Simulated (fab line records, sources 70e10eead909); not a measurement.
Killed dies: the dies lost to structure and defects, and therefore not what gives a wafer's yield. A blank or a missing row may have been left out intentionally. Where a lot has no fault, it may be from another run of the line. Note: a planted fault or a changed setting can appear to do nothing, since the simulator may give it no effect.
Which tool was responsible? || flow nand-harc || 24 lots with 72 wafers sampled at 4 steps, on a route of 1302 steps

== WHAT EACH GAUGE READ, for each wafer ==
NHARC_P_CONTACT_INSPECT_27. Usual: raw-defect-count reads 328 (standard deviation 160).
{"lot": "L075", "measured": "day 6 07:43", "on": "defect-inspect-01", "raw-defect-count": "204 287 185", "flag": ""}
{"lot": "L074", "measured": "day 6 06:49", "on": "defect-inspect-02", "raw-defect-count": "216 205 235", "flag": ""}
{"lot": "L076", "measured": "day 6 17:55", "on": "defect-inspect-02", "raw-defect-count": "589 636 522", "flag": ""}
{"lot": "L077", "measured": "day 7 10:17", "on": "defect-inspect-01", "raw-defect-count": "862 316 346", "flag": ""}
{"lot": "L078", "measured": "day 7 11:12", "on": "defect-inspect-01", "raw-defect-count": "768 366 649", "flag": ""}
{"lot": "L079", "measured": "day 7 22:04", "on": "defect-inspect-02", "raw-defect-count": "318 346 222", "flag": ""}
{"lot": "L080", "measured": "day 8 14:52", "on": "defect-inspect-01", "raw-defect-count": "157 264 149", "flag": ""}
{"lot": "L081", "measured": "day 8 21:12", "on": "defect-inspect-01", "raw-defect-count": "340 367 524", "flag": ""}
{"lot": "L082", "measured": "day 9 07:50", "on": "defect-inspect-01", "raw-defect-count": "194 201 301", "flag": ""}
{"lot": "L084", "measured": "day 10 00:43", "on": "defect-inspect-01", "raw-defect-count": "348 310 328", "flag": ""}
{"lot": "L083", "measured": "day 10 01:44", "on": "defect-inspect-01", "raw-defect-count": "417 217 544", "flag": ""}
{"lot": "L085", "measured": "day 10 17:28", "on": "defect-inspect-01", "raw-defect-count": "380 387 407", "flag": ""}
{"lot": "L086", "measured": "day 10 22:42", "on": "defect-inspect-02", "raw-defect-count": "218 124 143", "flag": ""}
{"lot": "L087", "measured": "day 11 05:27", "on": "defect-inspect-02", "raw-defect-count": "218 220 326", "flag": ""}
{"lot": "L088", "measured": "day 11 22:50", "on": "defect-inspect-02", "raw-defect-count": "269 308 236", "flag": ""}
{"lot": "L089", "measured": "day 12 05:05", "on": "defect-inspect-01", "raw-defect-count": "239 233 379", "flag": ""}
{"lot": "L090", "measured": "day 12 19:14", "on": "defect-inspect-01", "raw-defect-count": "569 363 603", "flag": ""}
{"lot": "L091", "measured": "day 13 04:29", "on": "defect-inspect-01", "raw-defect-count": "138 107 208", "flag": ""}
{"lot": "L092", "measured": "day 13 21:56", "on": "defect-inspect-02", "raw-defect-count": "421 258 279", "flag": ""}
{"lot": "L093", "measured": "day 14 03:11", "on": "defect-inspect-02", "raw-defect-count": "291 324 450", "flag": ""}
{"lot": "L094", "measured": "day 14 07:32", "on": "defect-inspect-02", "raw-defect-count": "198 130 147", "flag": ""}
{"lot": "L096", "measured": "day 14 20:00", "on": "defect-inspect-02", "raw-defect-count": "321 227 230", "flag": ""}
{"lot": "L095", "measured": "day 14 20:11", "on": "defect-inspect-01", "raw-defect-count": "292 255 215", "flag": ""}
{"lot": "L097", "measured": "day 15 13:42", "on": "defect-inspect-01", "raw-defect-count": "285 179 475", "flag": ""}

NHARC_P_M1_CD_MEAS_16. Usual: cd-nm reads 130.5 nm (standard deviation 1.3).
{"lot": "L075", "measured": "day 6 13:22", "on": "cd-sem-03", "cd-nm (nm)": "131.9 130.1 130.0", "flag": ""}
{"lot": "L074", "measured": "day 6 12:11", "on": "cd-sem-03", "cd-nm (nm)": "130.9 128.2 131.6", "flag": ""}
{"lot": "L076", "measured": "day 6 23:43", "on": "cd-sem-02", "cd-nm (nm)": "130.2 132.0 131.9", "flag": ""}
{"lot": "L077", "measured": "day 7 15:55", "on": "cd-sem-02", "cd-nm (nm)": "129.0 128.6 128.7", "flag": ""}
{"lot": "L078", "measured": "day 7 16:40", "on": "cd-sem-02", "cd-nm (nm)": "129.3 129.1 129.5", "flag": ""}
{"lot": "L079", "measured": "day 8 03:40", "on": "cd-sem-03", "cd-nm (nm)": "130.9 129.4 131.1", "flag": ""}
{"lot": "L080", "measured": "day 8 20:49", "on": "cd-sem-03", "cd-nm (nm)": "130.5 129.6 132.2", "flag": ""}
{"lot": "L081", "measured": "day 9 03:03", "on": "cd-sem-03", "cd-nm (nm)": "130.3 130.7 128.0", "flag": ""}
{"lot": "L082", "measured": "day 9 13:28", "on": "cd-sem-03", "cd-nm (nm)": "132.6 128.9 132.0", "flag": ""}
{"lot": "L084", "measured": "day 10 06:02", "on": "cd-sem-03", "cd-nm (nm)": "129.0 131.4 128.4", "flag": ""}
{"lot": "L083", "measured": "day 10 07:02", "on": "cd-sem-01", "cd-nm (nm)": "130.0 130.3 132.5", "flag": ""}
{"lot": "L085", "measured": "day 10 23:10", "on": "cd-sem-03", "cd-nm (nm)": "129.9 130.1 130.7", "flag": ""}
{"lot": "L086", "measured": "day 11 04:02", "on": "cd-sem-01", "cd-nm (nm)": "131.8 131.2 130.4", "flag": ""}
{"lot": "L087", "measured": "day 11 10:47", "on": "cd-sem-03", "cd-nm (nm)": "132.8 132.5 130.1", "flag": ""}
{"lot": "L088", "measured": "day 12 04:20", "on": "cd-sem-02", "cd-nm (nm)": "131.4 130.7 130.9", "flag": ""}
{"lot": "L089", "measured": "day 12 10:31", "on": "cd-sem-01", "cd-nm (nm)": "130.8 132.2 132.1", "flag": ""}
{"lot": "L090", "measured": "day 13 00:45", "on": "cd-sem-03", "cd-nm (nm)": "130.7 129.5 129.1", "flag": ""}
{"lot": "L091", "measured": "day 13 09:57", "on": "cd-sem-01", "cd-nm (nm)": "127.4 128.8 128.3", "flag": ""}
{"lot": "L092", "measured": "day 14 03:18", "on": "cd-sem-03", "cd-nm (nm)": "131.2 132.0 131.5", "flag": ""}
{"lot": "L093", "measured": "day 14 09:02", "on": "cd-sem-02", "cd-nm (nm)": "131.0 129.8 129.9", "flag": ""}
{"lot": "L094", "measured": "day 14 12:59", "on": "cd-sem-02", "cd-nm (nm)": "132.1 132.2 130.9", "flag": ""}
{"lot": "L096", "measured": "day 15 01:28", "on": "cd-sem-03", "cd-nm (nm)": "131.8 130.8 131.5", "flag": ""}
{"lot": "L095", "measured": "day 15 02:40", "on": "cd-sem-01", "cd-nm (nm)": "131.0 130.6 129.7", "flag": ""}
{"lot": "L097", "measured": "day 15 19:01", "on": "cd-sem-02", "cd-nm (nm)": "128.4 130.4 130.6", "flag": ""}

== TOOL THAT RAN EACH LOT (tool first, then ch and the chambers of the sampled wafers, then the start) ==
{"lot": "L075", "NHARC_P_GATE_DESCUM_13": "rie-diel-03 ch 0,2,3, day 4 16:38", "NHARC_P_GATE_ETCH_114": "rie-diel-12 ch 1,2,3, day 6 07:43 or earlier"}
{"lot": "L074", "NHARC_P_GATE_DESCUM_13": "rie-diel-09 ch 0,1,2, day 4 16:46", "NHARC_P_GATE_ETCH_114": "rie-diel-12 ch 1,2,3, day 6 06:49 or earlier"}
{"lot": "L076", "NHARC_P_GATE_DESCUM_13": "rie-diel-09 ch 0,1,2, day 5 02:59", "NHARC_P_GATE_ETCH_114": "rie-diel-09 ch 1,3, day 6 17:55 or earlier"}
{"lot": "L077", "NHARC_P_GATE_DESCUM_13": "rie-diel-12 ch 0,1,2, day 5 14:53", "NHARC_P_GATE_ETCH_114": "rie-diel-12 ch 0,2,3, day 7 10:17 or earlier"}
{"lot": "L078", "NHARC_P_GATE_DESCUM_13": "rie-diel-12 ch 2,3, day 5 22:02", "NHARC_P_GATE_ETCH_114": "rie-diel-12 ch 0,1, day 7 11:12 or earlier"}
{"lot": "L079", "NHARC_P_GATE_DESCUM_13": "rie-diel-09 ch 0,1, day 6 08:37", "NHARC_P_GATE_ETCH_114": "rie-diel-09 ch 0,1, day 7 22:04 or earlier"}
{"lot": "L080", "NHARC_P_GATE_DESCUM_13": "rie-diel-03 ch 0,1, day 6 22:33", "NHARC_P_GATE_ETCH_114": "rie-diel-12 ch 0,2,3, day 8 14:52 or earlier"}
{"lot": "L081", "NHARC_P_GATE_DESCUM_13": "rie-diel-12 ch 0,2,3, day 7 07:29", "NHARC_P_GATE_ETCH_114": "rie-diel-12 ch 0,1,3, day 8 21:12 or earlier"}
{"lot": "L082", "NHARC_P_GATE_DESCUM_13": "rie-diel-12 ch 0,1,3, day 7 18:28", "NHARC_P_GATE_ETCH_114": "rie-diel-03 ch 0,2, day 9 07:50 or earlier"}
{"lot": "L084", "NHARC_P_GATE_DESCUM_13": "rie-diel-12 ch 1,2,3, day 8 08:25", "NHARC_P_GATE_ETCH_114": "rie-diel-12 ch 0,1,3, day 10 00:43 or earlier"}
{"lot": "L083", "NHARC_P_GATE_DESCUM_13": "rie-diel-12 ch 0,1,3, day 8 08:35", "NHARC_P_GATE_ETCH_114": "rie-diel-09 ch 0,1,3, day 10 01:44 or earlier"}
{"lot": "L085", "NHARC_P_GATE_DESCUM_13": "rie-diel-12 ch 1,2,3, day 9 02:28", "NHARC_P_GATE_ETCH_114": "rie-diel-03 ch 1,2,3, day 10 17:28 or earlier"}
{"lot": "L086", "NHARC_P_GATE_DESCUM_13": "rie-diel-09 ch 0,1,2, day 9 06:26", "NHARC_P_GATE_ETCH_114": "rie-diel-12 ch 1,2,3, day 10 22:42 or earlier"}
{"lot": "L087", "NHARC_P_GATE_DESCUM_13": "rie-diel-09 ch 1,2,3, day 9 15:57", "NHARC_P_GATE_ETCH_114": "rie-diel-09 ch 0,1,2, day 11 05:27 or earlier"}
{"lot": "L088", "NHARC_P_GATE_DESCUM_13": "rie-diel-03 ch 1,2,3, day 10 09:19", "NHARC_P_GATE_ETCH_114": "rie-diel-03 ch 0,1,3, day 11 22:50 or earlier"}
{"lot": "L089", "NHARC_P_GATE_DESCUM_13": "rie-diel-12 ch 0,1,2, day 10 14:38", "NHARC_P_GATE_ETCH_114": "rie-diel-03 ch 0,1,2, day 12 05:05 or earlier"}
{"lot": "L090", "NHARC_P_GATE_DESCUM_13": "rie-diel-12 ch 2,3, day 11 01:43", "NHARC_P_GATE_ETCH_114": "rie-diel-12 ch 1,2,3, day 12 19:14 or earlier"}
{"lot": "L091", "NHARC_P_GATE_DESCUM_13": "rie-diel-03 ch 0,1, day 11 13:56", "NHARC_P_GATE_ETCH_114": "rie-diel-09 ch 0,1,3, day 13 04:29 or earlier"}
{"lot": "L092", "NHARC_P_GATE_DESCUM_13": "rie-diel-09 ch 1,2,3, day 12 06:16", "NHARC_P_GATE_ETCH_114": "rie-diel-09 ch 0,2,3, day 13 21:56 or earlier"}
{"lot": "L093", "NHARC_P_GATE_DESCUM_13": "rie-diel-03 ch 0,3, day 12 12:44", "NHARC_P_GATE_ETCH_114": "rie-diel-03 ch 0,1,2, day 14 03:11 or earlier"}
{"lot": "L094", "NHARC_P_GATE_DESCUM_13": "rie-diel-12 ch 1,2,3, day 12 18:24", "NHARC_P_GATE_ETCH_114": "rie-diel-09 ch 0,2,3, day 14 07:32 or earlier"}
{"lot": "L096", "NHARC_P_GATE_DESCUM_13": "rie-diel-12 ch 1,2, day 13 06:42", "NHARC_P_GATE_ETCH_114": "rie-diel-03 ch 0,2,3, day 14 20:00 or earlier"}
{"lot": "L095", "NHARC_P_GATE_DESCUM_13": "rie-diel-12 ch 0,2,3, day 13 06:52", "NHARC_P_GATE_ETCH_114": "rie-diel-12 ch 0,2,3, day 14 20:11 or earlier"}
{"lot": "L097", "NHARC_P_GATE_DESCUM_13": "rie-diel-12 ch 0,1,3, day 13 21:43", "NHARC_P_GATE_ETCH_114": "rie-diel-03 ch 1,2,3, day 15 13:42 or earlier"}
- NHARC_P_GATE_DESCUM_13: chemistry O2, time 3 s.
- NHARC_P_GATE_ETCH_114: etches the open film in CF4/O2, target depth 30 nm, overetch 3 nm, time 16.5 s.

== WHAT THE TOOLS THEMSELVES READ (means of the sampled wafers that have a number; where no wafer has one, the mark that the record gives instead) ==
NHARC_P_GATE_DESCUM_13. Usual: drypump-motor-current-A 5.9 A, standard deviation 0.47; oes-product-au 0.997 a.u., standard deviation 0.011; rf-vpp-V 57.7 V, standard deviation 0.81; showerhead-plenum-p-Torr 1.91 Torr, standard deviation 0.052; throttle-valve-pct 11.312 %, standard deviation 0.0093.
{"lot": "L075", "tool": "rie-diel-03", "drypump-motor-current-A (A)": 6.0, "oes-product-au (a.u.)": 0.992, "rf-vpp-V (V)": 58.4, "showerhead-plenum-p-Torr (Torr)": 1.87, "throttle-valve-pct (%)": 11.319, "flag": ""}
{"lot": "L074", "tool": "rie-diel-09", "drypump-motor-current-A (A)": 5.9, "oes-product-au (a.u.)": 1.002, "rf-vpp-V (V)": 58.1, "showerhead-plenum-p-Torr (Torr)": 1.92, "throttle-valve-pct (%)": 11.309, "flag": ""}
{"lot": "L076", "tool": "rie-diel-09", "drypump-motor-current-A (A)": 5.9, "oes-product-au (a.u.)": 0.996, "rf-vpp-V (V)": 57.9, "showerhead-plenum-p-Torr (Torr)": 1.92, "throttle-valve-pct (%)": 11.319, "flag": ""}
{"lot": "L077", "tool": "rie-diel-12", "drypump-motor-current-A (A)": 5.5, "oes-product-au (a.u.)": 1.005, "rf-vpp-V (V)": 58.0, "showerhead-plenum-p-Torr (Torr)": 1.91, "throttle-valve-pct (%)": 11.309, "flag": ""}
{"lot": "L078", "tool": "rie-diel-12", "drypump-motor-current-A (A)": 5.7, "oes-product-au (a.u.)": 1.007, "rf-vpp-V (V)": 57.9, "showerhead-plenum-p-Torr (Torr)": 1.88, "throttle-valve-pct (%)": 11.311, "flag": ""}
{"lot": "L079", "tool": "rie-diel-09", "drypump-motor-current-A (A)": 6.0, "oes-product-au (a.u.)": 0.970, "rf-vpp-V (V)": 58.2, "showerhead-plenum-p-Torr (Torr)": 1.91, "throttle-valve-pct (%)": 11.303, "flag": ""}
{"lot": "L080", "tool": "rie-diel-03", "drypump-motor-current-A (A)": 6.2, "oes-product-au (a.u.)": 0.997, "rf-vpp-V (V)": 58.1, "showerhead-plenum-p-Torr (Torr)": 1.96, "throttle-valve-pct (%)": 11.309, "flag": ""}
{"lot": "L081", "tool": "rie-diel-12", "drypump-motor-current-A (A)": 5.8, "oes-product-au (a.u.)": 1.009, "rf-vpp-V (V)": 58.1, "showerhead-plenum-p-Torr (Torr)": 1.92, "throttle-valve-pct (%)": 11.306, "flag": ""}
{"lot": "L082", "tool": "rie-diel-12", "drypump-motor-current-A (A)": 6.1, "oes-product-au (a.u.)": 0.991, "rf-vpp-V (V)": 57.8, "showerhead-plenum-p-Torr (Torr)": 1.93, "throttle-valve-pct (%)": 11.316, "flag": ""}
{"lot": "L084", "tool": "rie-diel-12", "drypump-motor-current-A (A)": 5.9, "oes-product-au (a.u.)": 1.004, "rf-vpp-V (V)": 57.4, "showerhead-plenum-p-Torr (Torr)": 1.89, "throttle-valve-pct (%)": 11.312, "flag": ""}
{"lot": "L083", "tool": "rie-diel-12", "drypump-motor-current-A (A)": 6.1, "oes-product-au (a.u.)": 1.001, "rf-vpp-V (V)": 57.3, "showerhead-plenum-p-Torr (Torr)": 1.93, "throttle-valve-pct (%)": 11.311, "flag": ""}
{"lot": "L085", "tool": "rie-diel-12", "drypump-motor-current-A (A)": 5.9, "oes-product-au (a.u.)": 1.005, "rf-vpp-V (V)": 58.0, "showerhead-plenum-p-Torr (Torr)": 1.88, "throttle-valve-pct (%)": 11.312, "flag": ""}
{"lot": "L086", "tool": "rie-diel-09", "drypump-motor-current-A (A)": 5.9, "oes-product-au (a.u.)": 0.990, "rf-vpp-V (V)": 57.4, "showerhead-plenum-p-Torr (Torr)": 1.92, "throttle-valve-pct (%)": 11.308, "flag": ""}
{"lot": "L087", "tool": "rie-diel-09", "drypump-motor-current-A (A)": 6.2, "oes-product-au (a.u.)": 0.996, "rf-vpp-V (V)": 57.9, "showerhead-plenum-p-Torr (Torr)": 1.94, "throttle-valve-pct (%)": 11.302, "flag": ""}
{"lot": "L088", "tool": "rie-diel-03", "drypump-motor-current-A (A)": 5.8, "oes-product-au (a.u.)": 0.994, "rf-vpp-V (V)": 57.6, "showerhead-plenum-p-Torr (Torr)": 1.87, "throttle-valve-pct (%)": 11.308, "flag": ""}
{"lot": "L089", "tool": "rie-diel-12", "drypump-motor-current-A (A)": 5.5, "oes-product-au (a.u.)": 1.005, "rf-vpp-V (V)": 57.9, "showerhead-plenum-p-Torr (Torr)": 1.91, "throttle-valve-pct (%)": 11.308, "flag": ""}
{"lot": "L090", "tool": "rie-diel-12", "drypump-motor-current-A (A)": 5.7, "oes-product-au (a.u.)": 1.011, "rf-vpp-V (V)": 57.1, "showerhead-plenum-p-Torr (Torr)": 1.87, "throttle-valve-pct (%)": 11.327, "flag": ""}
{"lot": "L091", "tool": "rie-diel-03", "drypump-motor-current-A (A)": 6.4, "oes-product-au (a.u.)": 0.999, "rf-vpp-V (V)": 58.3, "showerhead-plenum-p-Torr (Torr)": 1.96, "throttle-valve-pct (%)": 11.305, "flag": ""}
{"lot": "L092", "tool": "rie-diel-09", "drypump-motor-current-A (A)": 6.2, "oes-product-au (a.u.)": 0.999, "rf-vpp-V (V)": 57.1, "showerhead-plenum-p-Torr (Torr)": 1.94, "throttle-valve-pct (%)": 11.312, "flag": ""}
{"lot": "L093", "tool": "rie-diel-03", "drypump-motor-current-A (A)": 6.3, "oes-product-au (a.u.)": 0.984, "rf-vpp-V (V)": 57.9, "showerhead-plenum-p-Torr (Torr)": 1.91, "throttle-valve-pct (%)": 11.313, "flag": ""}
{"lot": "L094", "tool": "rie-diel-12", "drypump-motor-current-A (A)": 5.9, "oes-product-au (a.u.)": 0.994, "rf-vpp-V (V)": 58.3, "showerhead-plenum-p-Torr (Torr)": 1.88, "throttle-valve-pct (%)": 11.319, "flag": ""}
{"lot": "L096", "tool": "rie-diel-12", "drypump-motor-current-A (A)": 5.5, "oes-product-au (a.u.)": 0.999, "rf-vpp-V (V)": 57.3, "showerhead-plenum-p-Torr (Torr)": 1.86, "throttle-valve-pct (%)": 11.310, "flag": ""}
{"lot": "L095", "tool": "rie-diel-12", "drypump-motor-current-A (A)": 5.8, "oes-product-au (a.u.)": 0.995, "rf-vpp-V (V)": 57.3, "showerhead-plenum-p-Torr (Torr)": 1.91, "throttle-valve-pct (%)": 11.302, "flag": ""}
{"lot": "L097", "tool": "rie-diel-12", "drypump-motor-current-A (A)": 6.1, "oes-product-au (a.u.)": 0.998, "rf-vpp-V (V)": 57.6, "showerhead-plenum-p-Torr (Torr)": 1.92, "throttle-valve-pct (%)": 11.312, "flag": ""}

NHARC_P_GATE_ETCH_114. Usual: bias-w 99.98 W, standard deviation 0.28; drypump-motor-current-A 5.9 A, standard deviation 0.44; oes-product-au 1.000 a.u., standard deviation 0.012; rf-vpp-V 197.7 V, standard deviation 1.2; showerhead-plenum-p-Torr 1.33 Torr, standard deviation 0.037; throttle-valve-pct 13.395 %, standard deviation 0.0092.
{"lot": "L075", "tool": "rie-diel-12", "bias-w (W)": 99.78, "drypump-motor-current-A (A)": 5.9, "oes-product-au (a.u.)": 1.006, "rf-vpp-V (V)": 198.0, "showerhead-plenum-p-Torr (Torr)": 1.32, "throttle-valve-pct (%)": 13.392, "flag": ""}
{"lot": "L074", "tool": "rie-diel-12", "bias-w (W)": 99.78, "drypump-motor-current-A (A)": 5.9, "oes-product-au (a.u.)": 1.006, "rf-vpp-V (V)": 197.3, "showerhead-plenum-p-Torr (Torr)": 1.32, "throttle-valve-pct (%)": 13.385, "flag": ""}
{"lot": "L076", "tool": "rie-diel-09", "bias-w (W)": 99.97, "drypump-motor-current-A (A)": 6.3, "oes-product-au (a.u.)": 0.992, "rf-vpp-V (V)": 197.9, "showerhead-plenum-p-Torr (Torr)": 1.34, "throttle-valve-pct (%)": 13.398, "flag": ""}
{"lot": "L077", "tool": "rie-diel-12", "bias-w (W)": 99.61, "drypump-motor-current-A (A)": 5.8, "oes-product-au (a.u.)": 1.010, "rf-vpp-V (V)": 197.7, "showerhead-plenum-p-Torr (Torr)": 1.34, "throttle-valve-pct (%)": 13.394, "flag": ""}
{"lot": "L078", "tool": "rie-diel-12", "bias-w (W)": 99.67, "drypump-motor-current-A (A)": 5.7, "oes-product-au (a.u.)": 0.997, "rf-vpp-V (V)": 198.4, "showerhead-plenum-p-Torr (Torr)": 1.36, "throttle-valve-pct (%)": 13.393, "flag": ""}
{"lot": "L079", "tool": "rie-diel-09", "bias-w (W)": 100.00, "drypump-motor-current-A (A)": 6.0, "oes-product-au (a.u.)": 0.983, "rf-vpp-V (V)": 198.0, "showerhead-plenum-p-Torr (Torr)": 1.33, "throttle-valve-pct (%)": 13.396, "flag": ""}
{"lot": "L080", "tool": "rie-diel-12", "bias-w (W)": 100.25, "drypump-motor-current-A (A)": 5.8, "oes-product-au (a.u.)": 0.999, "rf-vpp-V (V)": 197.1, "showerhead-plenum-p-Torr (Torr)": 1.34, "throttle-valve-pct (%)": 13.392, "flag": ""}
{"lot": "L081", "tool": "rie-diel-12", "bias-w (W)": 99.95, "drypump-motor-current-A (A)": 6.1, "oes-product-au (a.u.)": 0.995, "rf-vpp-V (V)": 198.0, "showerhead-plenum-p-Torr (Torr)": 1.34, "throttle-valve-pct (%)": 13.399, "flag": ""}
{"lot": "L082", "tool": "rie-diel-03", "bias-w (W)": 100.00, "drypump-motor-current-A (A)": 6.3, "oes-product-au (a.u.)": 0.990, "rf-vpp-V (V)": 198.0, "showerhead-plenum-p-Torr (Torr)": 1.33, "throttle-valve-pct (%)": 13.390, "flag": ""}
{"lot": "L084", "tool": "rie-diel-12", "bias-w (W)": 99.90, "drypump-motor-current-A (A)": 6.0, "oes-product-au (a.u.)": 1.005, "rf-vpp-V (V)": 198.4, "showerhead-plenum-p-Torr (Torr)": 1.34, "throttle-valve-pct (%)": 13.395, "flag": ""}
{"lot": "L083", "tool": "rie-diel-09", "bias-w (W)": 99.74, "drypump-motor-current-A (A)": 6.0, "oes-product-au (a.u.)": 0.997, "rf-vpp-V (V)": 198.1, "showerhead-plenum-p-Torr (Torr)": 1.32, "throttle-valve-pct (%)": 13.395, "flag": ""}
{"lot": "L085", "tool": "rie-diel-03", "bias-w (W)": 100.27, "drypump-motor-current-A (A)": 5.8, "oes-product-au (a.u.)": 0.996, "rf-vpp-V (V)": 196.6, "showerhead-plenum-p-Torr (Torr)": 1.31, "throttle-valve-pct (%)": 13.388, "flag": ""}
{"lot": "L086", "tool": "rie-diel-12", "bias-w (W)": 100.45, "drypump-motor-current-A (A)": 5.9, "oes-product-au (a.u.)": 1.006, "rf-vpp-V (V)": 197.5, "showerhead-plenum-p-Torr (Torr)": 1.32, "throttle-valve-pct (%)": 13.405, "flag": ""}
{"lot": "L087", "tool": "rie-diel-09", "bias-w (W)": 99.93, "drypump-motor-current-A (A)": 6.0, "oes-product-au (a.u.)": 0.996, "rf-vpp-V (V)": 197.5, "showerhead-plenum-p-Torr (Torr)": 1.34, "throttle-valve-pct (%)": 13.400, "flag": ""}
{"lot": "L088", "tool": "rie-diel-03", "bias-w (W)": 100.12, "drypump-motor-current-A (A)": 6.1, "oes-product-au (a.u.)": 0.995, "rf-vpp-V (V)": 198.2, "showerhead-plenum-p-Torr (Torr)": 1.34, "throttle-valve-pct (%)": 13.394, "flag": ""}
{"lot": "L089", "tool": "rie-diel-03", "bias-w (W)": 100.02, "drypump-motor-current-A (A)": 6.1, "oes-product-au (a.u.)": 0.991, "rf-vpp-V (V)": 197.7, "showerhead-plenum-p-Torr (Torr)": 1.33, "throttle-valve-pct (%)": 13.399, "flag": ""}
{"lot": "L090", "tool": "rie-diel-12", "bias-w (W)": 99.88, "drypump-motor-current-A (A)": 5.9, "oes-product-au (a.u.)": 1.011, "rf-vpp-V (V)": 197.8, "showerhead-plenum-p-Torr (Torr)": 1.31, "throttle-valve-pct (%)": 13.394, "flag": ""}
{"lot": "L091", "tool": "rie-diel-09", "bias-w (W)": 100.03, "drypump-motor-current-A (A)": 6.0, "oes-product-au (a.u.)": 1.002, "rf-vpp-V (V)": 198.0, "showerhead-plenum-p-Torr (Torr)": 1.32, "throttle-valve-pct (%)": 13.390, "flag": ""}
{"lot": "L092", "tool": "rie-diel-09", "bias-w (W)": 100.29, "drypump-motor-current-A (A)": 6.0, "oes-product-au (a.u.)": 1.010, "rf-vpp-V (V)": 197.0, "showerhead-plenum-p-Torr (Torr)": 1.33, "throttle-valve-pct (%)": 13.401, "flag": ""}
{"lot": "L093", "tool": "rie-diel-03", "bias-w (W)": 100.12, "drypump-motor-current-A (A)": 6.1, "oes-product-au (a.u.)": 0.989, "rf-vpp-V (V)": 197.8, "showerhead-plenum-p-Torr (Torr)": 1.33, "throttle-valve-pct (%)": 13.399, "flag": ""}
{"lot": "L094", "tool": "rie-diel-09", "bias-w (W)": 100.01, "drypump-motor-current-A (A)": 6.0, "oes-product-au (a.u.)": 1.001, "rf-vpp-V (V)": 197.6, "showerhead-plenum-p-Torr (Torr)": 1.33, "throttle-valve-pct (%)": 13.393, "flag": ""}
{"lot": "L096", "tool": "rie-diel-03", "bias-w (W)": 99.83, "drypump-motor-current-A (A)": 6.0, "oes-product-au (a.u.)": 1.013, "rf-vpp-V (V)": 197.6, "showerhead-plenum-p-Torr (Torr)": 1.30, "throttle-valve-pct (%)": 13.390, "flag": ""}
{"lot": "L095", "tool": "rie-diel-12", "bias-w (W)": 99.90, "drypump-motor-current-A (A)": 5.8, "oes-product-au (a.u.)": 1.000, "rf-vpp-V (V)": 196.8, "showerhead-plenum-p-Torr (Torr)": 1.33, "throttle-valve-pct (%)": 13.405, "flag": ""}
{"lot": "L097", "tool": "rie-diel-03", "bias-w (W)": 99.87, "drypump-motor-current-A (A)": 5.8, "oes-product-au (a.u.)": 0.997, "rf-vpp-V (V)": 196.6, "showerhead-plenum-p-Torr (Torr)": 1.31, "throttle-valve-pct (%)": 13.398, "flag": ""}

== THE ANSWER, worked out from the rows above alone ==
Rule: take the mean of a lot's wafers that have a number; if it is more than 3 standard deviations from the usual mean, the lot is off. A lot without any number at a reading at which 4 lots or more have one is off too. Any other lot the step has rows for is counted as sound. After the gauges, taken in route order, come the tools' own readings; for these a lot's mean is taken, as printed above. At the first step where some lot is off, the reading lying furthest off is the one used; lots without a number count as furthest.
No lot is off on any of the readings shown, so nothing can be concluded from this.

== WHAT WAS PUT IN BY THE SIMULATOR ==
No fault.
